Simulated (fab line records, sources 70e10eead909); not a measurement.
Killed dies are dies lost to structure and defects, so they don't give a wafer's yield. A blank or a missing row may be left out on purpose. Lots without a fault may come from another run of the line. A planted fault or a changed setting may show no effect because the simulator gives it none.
Which tool did it? | flow nand_harc | 11 lots, 33 wafers sampled, at 7 steps of a route of 1302

WHAT THE GAUGES READ, wafer by wafer
NHARC_A_ZERO_WELL_INSPECT_17. Usual: raw_defect_count 12, standard deviation 6.9.
lot  | measured     | on                | raw_defect_count | flag
L491 | day 7 10:34  | defect_inspect-02 | 17 10 15         |
L497 | day 9 23:31  | defect_inspect-01 | 6 10 12          |
L499 | day 10 19:30 | defect_inspect-01 | 7 4 5            |
L505 | day 13 10:05 | defect_inspect-02 | 13 21 17         |
L506 | day 13 13:22 | defect_inspect-01 | 16 7 11          |
L507 | day 14 02:04 | defect_inspect-02 | 11 11 3          |
L509 | day 14 11:04 | defect_inspect-02 | 20 25 10         |
L510 | day 15 01:04 | defect_inspect-01 | 12 11 12         |
L511 | day 15 10:58 | defect_inspect-02 | 23 12 7          |
L512 | day 15 20:02 | defect_inspect-02 | 17 42 22         |
L513 | day 16 11:02 | defect_inspect-01 | 6 9 16           |

NHARC_A_CHANNEL_HOLE_D1_INSPECT_12. Usual: raw_defect_count 6.0, standard deviation 2.9.
lot  | measured     | on                | raw_defect_count | flag
L491 | day 9 04:23  | defect_inspect-02 | 17 10 8          |
L497 | day 11 18:14 | defect_inspect-01 | 363 384 391      | OFF
L499 | day 12 09:10 | defect_inspect-01 | 350 347 354      | OFF
L505 | day 14 23:40 | defect_inspect-02 | 2 6 4            |
L506 | day 15 09:05 | defect_inspect-02 | 9 10 1           |
L507 | day 15 18:23 | defect_inspect-01 | 3 4 6            |
L509 | day 15 22:48 | defect_inspect-02 | 5 7 4            |
L510 | day 16 18:47 | defect_inspect-02 | 9 4 7            |
L511 | day 17 06:38 | defect_inspect-01 | 6 4 9            |
L512 | day 17 11:36 | defect_inspect-01 | 5 9 2            |
L513 | day 18 04:55 | defect_inspect-02 | 3 3 10           |

NHARC_A_CHANNEL_HOLE_D1_INSPECT_40. Usual: raw_defect_count 71, standard deviation 25.
lot  | measured     | on                | raw_defect_count | flag
L491 | day 9 11:59  | defect_inspect-02 | 41 36 36         |
L497 | day 12 01:20 | defect_inspect-01 | 470 485 483      | OFF
L499 | day 12 20:08 | defect_inspect-01 | 411 446 431      | OFF
L505 | day 15 06:38 | defect_inspect-01 | 52 58 49         |
L506 | day 15 16:52 | defect_inspect-02 | 51 50 61         |
L507 | day 16 01:22 | defect_inspect-01 | 126 104 66       |
L509 | day 16 05:53 | defect_inspect-01 | 32 45 58         |
L510 | day 17 01:44 | defect_inspect-02 | 81 77 90         |
L511 | day 17 19:44 | defect_inspect-02 | 47 26 40         |
L512 | day 17 23:13 | defect_inspect-01 | 61 79 51         |
L513 | day 18 11:54 | defect_inspect-02 | 64 58 64         |

NHARC_END_SORT_01. Usual: killed_at_array 55, standard deviation 19; killed_at_other 0.8, standard deviation 1.1; killed_at_periphery 4.0, standard deviation 2.6; killed_dies 60, standard deviation 20; killed_open 3.4, standard deviation 1.7; killed_short 2.6, standard deviation 1.5.
lot  | measured     | on        | killed_at_array | killed_at_other | killed_at_periphery | killed_dies | killed_open | killed_short | flag
L497 | day 27 21:37 | prober-02 | 147 143 155     | 0 0 0           | 0 2 8               | 147 145 163 | 2 3 5       | 2 2 1        | OFF
L499 | day 28 10:59 | prober-02 | 122 174 147     | 1 3 2           | 2 3 6               | 125 180 155 | 1 1 4       | 1 2 6        | OFF

WHICH TOOL RAN EACH LOT (tool, then ch and the chambers of the sampled wafers, then the start)
lot  | NHARC_A_CHANNEL_HOLE_D1_DEP_01  | NHARC_A_CHANNEL_HOLE_D1_ETCH_38    | NHARC_A_CHANNEL_HOLE_D1_ETCH_25
L491 | pecvd-02 ch 1,2, day 9 03:35    | rie_diel-13 ch 0,3, day 9 04:34    | har_etch-01 ch 1, day 9 09:11
L497 | pecvd-01 ch 1,2, day 11 17:23   | rie_diel-13 ch 1,2,3, day 11 18:23 | har_etch-02 ch 0,1, day 11 22:49
L499 | pecvd-01 ch 0,1, day 12 08:27   | rie_diel-11 ch 1,3, day 12 09:19   | har_etch-02 ch 0,1, day 12 17:28
L505 | pecvd-04 ch 0,2, day 14 22:55   | rie_diel-01 ch 0,2, day 14 23:50   | har_etch-01 ch 0,1, day 15 03:49
L506 | pecvd-02 ch 1,2, day 15 08:15   | rie_diel-11 ch 0,1,2, day 15 09:15 | har_etch-01 ch 0, day 15 14:04
L507 | pecvd-04 ch 0,1, day 15 17:36   | rie_diel-11 ch 0,1, day 15 18:32   | har_etch-02 ch 0,1, day 15 22:50
L509 | pecvd-02 ch 1,2, day 15 21:58   | rie_diel-11 ch 0,1, day 15 22:58   | har_etch-01 ch 0,1, day 16 02:56
L510 | pecvd-01 ch 1,2, day 16 18:04   | rie_diel-13 ch 0,2, day 16 18:56   | har_etch-01 ch 0,1, day 16 22:55
L511 | pecvd-04 ch 0,1,2, day 17 05:49 | rie_diel-11 ch 1,2, day 17 06:47   | har_etch-02 ch 0, day 17 17:03
L512 | pecvd-02 ch 0,1, day 17 10:46   | rie_diel-11 ch 0,2,3, day 17 11:45 | har_etch-01 ch 0,1, day 17 20:32
L513 | pecvd-04 ch 1,2, day 18 04:13   | rie_diel-11 ch 1,3, day 18 05:04   | har_etch-01 ch 0,1, day 18 09:03
- NHARC_A_CHANNEL_HOLE_D1_DEP_01: deposits SiON, target thk 140 nm.
- NHARC_A_CHANNEL_HOLE_D1_ETCH_38: etches the open film in CF4, target depth 39 nm, time 65 s.
- NHARC_A_CHANNEL_HOLE_D1_ETCH_25: etches the open film in C4F8/O2/Ar, time 1040.2 s, target depth 1500 nm.

WHAT THE TOOLS THEMSELVES READ (means of the sampled wafers that have a number; where no wafer has one, the mark that the record gives instead)
NHARC_A_CHANNEL_HOLE_D1_DEP_01. Usual: chamber_pressure_Torr 3.501 Torr, standard deviation 0.0086; heater_power_w 746 W, standard deviation 83.
lot  | tool     | chamber_pressure_Torr (Torr) | heater_power_w (W) | flag
L491 | pecvd-02 | 3.505                        | 826                |
L497 | pecvd-01 | 3.505                        | 672                |
L499 | pecvd-01 | 3.498                        | 736                |
L505 | pecvd-04 | 3.505                        | 711                |
L506 | pecvd-02 | 3.494                        | 838                |
L507 | pecvd-04 | 3.507                        | 668                |
L509 | pecvd-02 | 3.500                        | 773                |
L510 | pecvd-01 | 3.504                        | 685                |
L511 | pecvd-04 | 3.495                        | 710                |
L512 | pecvd-02 | 3.502                        | 782                |
L513 | pecvd-04 | 3.496                        | 724                |

NHARC_A_CHANNEL_HOLE_D1_ETCH_38. Usual: drypump_motor_current_A 5.7 A, standard deviation 0.47; oes_product_au 0.998 a.u., standard deviation 0.011; rf_vpp_V 151.8 V, standard deviation 1.4; showerhead_plenum_p_Torr 1.82 Torr, standard deviation 0.079; throttle_valve_pct 13.285 %, standard deviation 0.0094.
lot  | tool        | drypump_motor_current_A (A) | oes_product_au (a.u.) | rf_vpp_V (V) | showerhead_plenum_p_Torr (Torr) | throttle_valve_pct (%) | flag
L491 | rie_diel-13 | 5.7                         | 1.013                 | 151.4        | 1.81                            | 13.281                 |
L497 | rie_diel-13 | 5.8                         | 1.005                 | 151.7        | 1.83                            | 13.273                 |
L499 | rie_diel-11 | 5.4                         | 0.999                 | 152.5        | 1.88                            | 13.284                 |
L505 | rie_diel-01 | 5.4                         | 0.991                 | 152.9        | 1.85                            | 13.291                 |
L506 | rie_diel-11 | 5.6                         | 0.997                 | 151.8        | 1.79                            | 13.286                 |
L507 | rie_diel-11 | 5.1                         | 1.001                 | 151.7        | 1.81                            | 13.291                 |
L509 | rie_diel-11 | 5.1                         | 0.988                 | 151.5        | 1.81                            | 13.281                 |
L510 | rie_diel-13 | 5.4                         | 0.994                 | 151.4        | 1.80                            | 13.288                 |
L511 | rie_diel-11 | 5.9                         | 0.994                 | 152.7        | 1.86                            | 13.287                 |
L512 | rie_diel-11 | 6.0                         | 1.005                 | 151.6        | 1.78                            | 13.284                 |
L513 | rie_diel-11 | 5.4                         | 0.999                 | 152.2        | 1.87                            | 13.291                 |

NHARC_A_CHANNEL_HOLE_D1_ETCH_25. Usual: drypump_motor_current_A 5.5 A, standard deviation 0.35; showerhead_plenum_p_Torr 3.64 Torr, standard deviation 0.095; throttle_valve_pct 32.235 %, standard deviation 0.0095.
lot  | tool        | drypump_motor_current_A (A) | showerhead_plenum_p_Torr (Torr) | throttle_valve_pct (%) | flag
L491 | har_etch-01 | 5.4                         | 3.72                            | 32.238                 |
L497 | har_etch-02 | 5.8                         | 3.61                            | 32.232                 |
L499 | har_etch-02 | 5.8                         | 3.60                            | 32.237                 |
L505 | har_etch-01 | 5.3                         | 3.67                            | 32.235                 |
L506 | har_etch-01 | 5.2                         | 3.65                            | 32.241                 |
L507 | har_etch-02 | 6.0                         | 3.51                            | 32.227                 |
L509 | har_etch-01 | 5.2                         | 3.66                            | 32.242                 |
L510 | har_etch-01 | 5.3                         | 3.66                            | 32.229                 |
L511 | har_etch-02 | 5.6                         | 3.64                            | 32.234                 |
L512 | har_etch-01 | 5.3                         | 3.65                            | 32.236                 |
L513 | har_etch-01 | 5.3                         | 3.64                            | 32.232                 |

THE ANSWER, worked out from the rows above alone
Rule: a lot is off if the mean of its wafers that have a number lies more than 3 standard deviations from the usual mean. A lot without any number at a reading at which 4 lots or more have one is off too. The other lots that the step has rows for count as sound. The gauges are gone through in route order, then the tools' own readings, and for those a lot's mean is taken as printed above. The first step at which some lot is off is used, and at that step the reading that is off furthest; a lot without a number counts as furthest.
Off: L497, L499, at NHARC_A_CHANNEL_HOLE_D1_INSPECT_12 (raw_defect_count).
A tool fits if, at a process step before that reading, it ran every lot that is off, and no sound lot after the first of them. The gauges at NHARC_A_CHANNEL_HOLE_D1_INSPECT_12 aren't tried: what is off there is off at NHARC_END_SORT_01 too, on other tools, and a gauge's error can't cause that. None of those tried fits.

WHAT THE SIMULATOR HAD PUT IN
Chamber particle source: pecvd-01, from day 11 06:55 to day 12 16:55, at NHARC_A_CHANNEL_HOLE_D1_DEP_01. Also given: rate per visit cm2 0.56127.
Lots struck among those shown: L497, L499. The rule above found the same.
